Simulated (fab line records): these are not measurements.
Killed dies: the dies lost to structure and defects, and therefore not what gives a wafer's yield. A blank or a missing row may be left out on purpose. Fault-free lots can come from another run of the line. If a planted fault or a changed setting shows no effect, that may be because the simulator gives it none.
Split-lot trial	flow n5_finfet	route with 1938 steps; 7 lots, 21 wafers read

## THE SPLIT
At N5_BEOL_M11_TRENCH_ETCH_37 (etches SiCOH lowk in C4F6/O2, target depth 148.83 nm, time 48 s), the setting bias_w was moved away from the recipe's 185 W on 10 of the 21 wafers read, by -17.5% to +14.3%. The other wafers ran this setting at the recipe's value.

The split's own step is where the reading is taken.

## THE READING
rf_vpp_V, in V, at N5_BEOL_M11_TRENCH_ETCH_37 (etches SiCOH lowk in C4F6/O2, target depth 148.83 nm, time 48 s). Fault-free wafers of this fab line usually give 661 V, standard deviation 10 V.

wafer	tool, chamber at the split	bias_w as run, W	against the recipe	rf_vpp_V, V	against lot-mates on the recipe
L076.2	rie_diel-02, 2	208.8	+12.9%	722	+74
L076.4	rie_diel-02, 2	208.8	+12.9%	723	+75
L076.5	rie_diel-02, 3	185	recipe	648	-
L078.1	rie_diel-01, 0	185	recipe	669	-
L078.3	rie_diel-01, 3	185	recipe	659	-
L078.4	rie_diel-01, 1	185	recipe	672	-
L083.1	rie_diel-06, 0	185	recipe	655	-
L083.5	rie_diel-06, 3	203.3	+9.9%	715	+60
L083.6	rie_diel-06, 2	203.3	+9.9%	720	+65
L090.4	rie_diel-06, 1	185	recipe	673	-
L090.5	rie_diel-06, 0	211.5	+14.3%	726	+53
L090.6	rie_diel-06, 1	211.5	+14.3%	749	+76
L093.1	rie_diel-06, 3	166.7	-9.9%	610	-44
L093.2	rie_diel-06, 2	166.7	-9.9%	614	-40
L093.3	rie_diel-06, 0	185	recipe	654	-
L092.1	rie_diel-06, 0	185	recipe	655	-
L092.3	rie_diel-06, 3	185	recipe	663	-
L092.6	rie_diel-06, 3	185	recipe	663	-
L097.3	rie_diel-02, 3	185	recipe	647	-
L097.4	rie_diel-02, 0	152.7	-17.5%	582	-65
L097.5	rie_diel-02, 3	152.7	-17.5%	554	-93

FIT RESULTS
A straight line over all 21 wafers: rf_vpp_V changes by +5.23 V for each +1% of bias_w; r = +0.98; the points scatter about the line by 9.3 V.
The same after taking each lot's own level away (the mean of its wafers on the recipe; 21 wafers): +4.9 V for each +1%; r = +0.98; scatter 8.9 V.
That fit puts the effect of the largest move of bias_w on the reading at 85 V.
Across the lots, their own levels run from 647.0 to 673.0 V, a range of 2.6 times the standard deviation given above.
The two slopes are in agreement: the lot-to-lot level therefore moves the slope only a little.
Check: for one of the wafers moved furthest among these (-17.5%), held out of the fit, the line's prediction against its lot-mates is -87.9 V. Against them it came out at -65 V.
Tool readings at the split's step, against how far the setting was moved: rf_vpp_V r = +0.98.

## OTHER SPLITS APPLIED TO THESE WAFERS
Other splits were also applied to these wafers ahead of the reading. Each is held against what the fit with the lots' levels taken away leaves over:
other split on the same wafers	wafers away from the commonest value	r with rf_vpp_V (lot level and that fit taken away)
N5_BEOL_M11_VIA_ETCH_34 time_s	4	-0.17

## THE FILE'S OWN FIT
rf_vpp_V changes by +4.94 V for each +1% of bias_w, r = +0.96.
